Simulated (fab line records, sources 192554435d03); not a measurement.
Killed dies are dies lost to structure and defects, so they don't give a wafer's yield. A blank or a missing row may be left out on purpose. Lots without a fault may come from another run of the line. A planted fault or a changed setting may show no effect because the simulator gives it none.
A struck lot beside a sound one | flow n5_finfet | 37 steps out of a route of 1938
Sound: wafers L115.2, L115.3, L115.6. Struck: wafer L111.6. (L111.1, L111.5 of the same lot were not struck and are left out.) The cause comes at the end.
At each step with rows: each side's tool, then ch and its chambers, then its first start. Under that, the readings that differ: sound wafers | struck wafers | difference of the means | sigmas: that difference in standard deviations of wafers without a fault.
alike: readings whose means differ by less than 2 such deviations, and words and numbers that are the same on both sides. not compared: withheld readings, readings that some wafer has no value for, bounds like >300 that may hide the same value, and numbers for which the record gives no deviation and whose values overlap.
The two part at a step that has a row with sigmas, a row that says differs or no value, or rows on one side only. Numbers that don't overlap but have no deviation are shown without sigmas and don't part them. A reading that every wafer of one side lacks parts them only if that side has two wafers or more.

first, 9 steps without rows for these wafers: N5_BEOL_M9_DESCUM_33 (chemistry O2, time 7 s); N5_BEOL_M9_ETCH_76 (etches underlayer in N2/H2, target depth 6.5 nm, time 5.2 s); N5_BEOL_M9_ETCH_65 (etches SiARC in CF4, target depth 15.6 nm, time 26 s); N5_BEOL_M9_ETCH_66 (etches SOC in N2/H2, target depth 80 nm, overetch 16 nm, time 120 s); N5_BEOL_M9_STRIP_69 (strips in N2/H2); N5_BEOL_M9_STRIP_77 (strips in N2/H2); N5_BEOL_M9_VIA_ETCH_34 (etches SiCOH lowk in C4F6/O2, target depth 182.4 nm, time 68.4 s); N5_BEOL_M9_STRIP_73 (strips in C4F6/O2); N5_BEOL_M9_STRIP_36 (strips in N2/H2).
N5_BEOL_M9_TRENCH_ETCH_37: etches SiCOH lowk in C4F6/O2, target depth 151.43 nm, time 49 s.
  sound on rie_diel-05 ch 0,2,3, day 15 15:00; struck on rie_diel-06 ch 3, day 14 01:18
  reading                             | sound             | struck | difference | sigmas
  bias_w (W)                          | 184.7 185.5 184.9 | 148.3  | -36.7      | -73
  rf_vpp_V (V)                        | 656 670 657       | 576    | -85        | -9
  model.BEOL_M9.feature_depth_nm (nm) | 157.2 149.8 152.2 | 137.4  | -15.7      |
  model.etch.depth_nm (nm)            | 157.3 149.8 152.3 | 137.5  | -15.6      |
  alike: drypump_motor_current_A, mfc_ar_sccm, oes_ar_750_au, oes_product_au, showerhead_plenum_p_Torr, throttle_valve_pct
  not compared: rf_hours_counter_h
then, 2 steps without rows for these wafers: N5_BEOL_M9_ETCH_41 (etches SiCN in CH3F/O2, target depth 36.6 nm, time 70.1 s); N5_BEOL_M9_STRIP_80 (strips in N2/H2, time 10 s).
N5_BEOL_M9_OCD_MEAS_38:
  sound on ocd-01, day 15 15:11; struck on ocd-01, day 14 01:28
  reading              | sound       | struck | difference | sigmas
  trench_depth_nm (nm) | 158 149 152 | 138    | -15        | -5
then, 13 steps without rows for these wafers: N5_BEOL_M9_HM_STRIP_39 (strips TiN in peroxide tin strip, target depth 25 nm, time 158 s); N5_BEOL_M9_SRD_40 (time 30 s); N5_BEOL_M9_PRECLEAN_42 (cleans in residue remover, time 60 s); N5_BEOL_M9_SRD_43 (time 30 s); N5_BEOL_M9_CURE_72 (cures SiCOH lowk, time 120 s); N5_BEOL_M9_DEGAS_44 (time 60 s); N5_BEOL_M9_PRE_CLEAN_45 (time 30 s); N5_BEOL_M9_ALD_74 (deposits TaN, target thk 2 nm, pulse time 2 s, purge time 3 s); N5_BEOL_M9_SURFACE_TREAT_79; N5_BEOL_M9_CVD_78 (deposits Co from CCTBA/H2, target thk 2 nm, time 138.9 s); N5_BEOL_M9_SPUTTER_48 (material Cu, target thk 12 nm, time 2 s); N5_BEOL_M9_ECD_50 (material Cu, target thk 318 nm); N5_BEOL_M9_ANNEAL_51 (time 90 s).
N5_BEOL_M9_CMP_52: polishes, stops on SiCOH lowk, t overpolish 7 s, target thk 140 nm.
  sound on cmp-01 ch 0,1, day 15 17:34; struck on cmp-02 ch 0, day 14 04:31
  reading                                | sound           | struck | difference | sigmas
  barrier_field_endpoint_s (s)           | 29.0 28.3 28.4  | 29.9   | +1.3       | +2
  model.Cu_of_BEOL_M9_ECD_50.thk_nm (nm) | 143.8 138.2 140 | 126.6  | -14.1      |
  alike: edge_zone_pressure_frac, motor_current_A, overpolish_run_s, time_to_endpoint_s
N5_BEOL_M9_THK_MEAS_53: measures by xrf.
  sound on film_metro-02, day 15 17:51; struck on film_metro-01, day 14 04:48
  reading     | sound       | struck | difference | sigmas
  M9_THK (nm) | 145 140 141 | 128    | -14        | -4
then, 2 steps without rows for these wafers: N5_BEOL_M9_PRE_CLEAN_55 (time 15 s); N5_BEOL_M9_DEP_56 (deposits SiCN from 3MS/NH3, target thk 15 nm, time 26.5 s).
N5_BEOL_M9_RS_MEAS_57: measures by four-point-probe.
  sound on film_metro-01, day 15 17:59; struck on film_metro-01, day 14 04:56
  reading        | sound             | struck | difference | sigmas
  M9_RS (ohm/sq) | 0.147 0.153 0.151 | 0.169  | +0.019     | +5
then, 5 steps without rows for these wafers: N5_BEOL_M10_ILD_DEP_00 (deposits SiCOH lowk from DEMS/porogen, target thk 308.51 nm, time 58 s); N5_BEOL_M10_CURE_71 (cures SiCOH lowk, time 240 s); N5_BEOL_M10_PECVD_70 (deposits SiO2 from TEOS/O2, target thk 20 nm, time 22.7 s); N5_BEOL_M10_HM_DEP_02 (deposits TiN, target thk 20 nm); N5_BEOL_M10_COAT_59 (time 60 s, resist thk 100 nm).
N5_BEOL_M15_RC_MEAS_101:
  sound on prober-02 ch 0, day 17 12:05; struck on prober-02 ch 0, day 16 02:06
  reading                   | sound                   | struck  | difference | sigmas
  COMB_M6 (S/m)             | 3.2e-11 3.4e-11 3.3e-11 | 1.7e-11 | -1.6e-11   | -3
  SERP_M6 (ohm/um)          | 13.5 14.3 13.0          | 15.1    | +1.5       | +3
  SERP_M9 (ohm/um)          | 2.96 3.14 3.03          | 3.39    | +0.35      | +4
  SERP_M9_max_site (ohm/um) | 3.06 3.25 3.12          | 3.50    | +0.36      | +4
  alike: COMB_M10, COMB_M11, COMB_M12, COMB_M13, COMB_M14, COMB_M14_max_site, COMB_M15, COMB_M5, COMB_M7, COMB_M8, COMB_M9, SERP_M10, SERP_M11, SERP_M12, SERP_M13, SERP_M14, SERP_M5, SERP_M7, SERP_M7_max_site, SERP_M8, SERP_M8_max_site

WHERE THEY PART
First at N5_BEOL_M9_TRENCH_ETCH_37; last, within this record, at N5_BEOL_M15_RC_MEAS_101.

WHY: what the simulator had put in
Process parameter drift: rie_diel-06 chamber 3, from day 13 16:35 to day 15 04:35, at N5_BEOL_M9_TRENCH_ETCH_37. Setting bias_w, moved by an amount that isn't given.
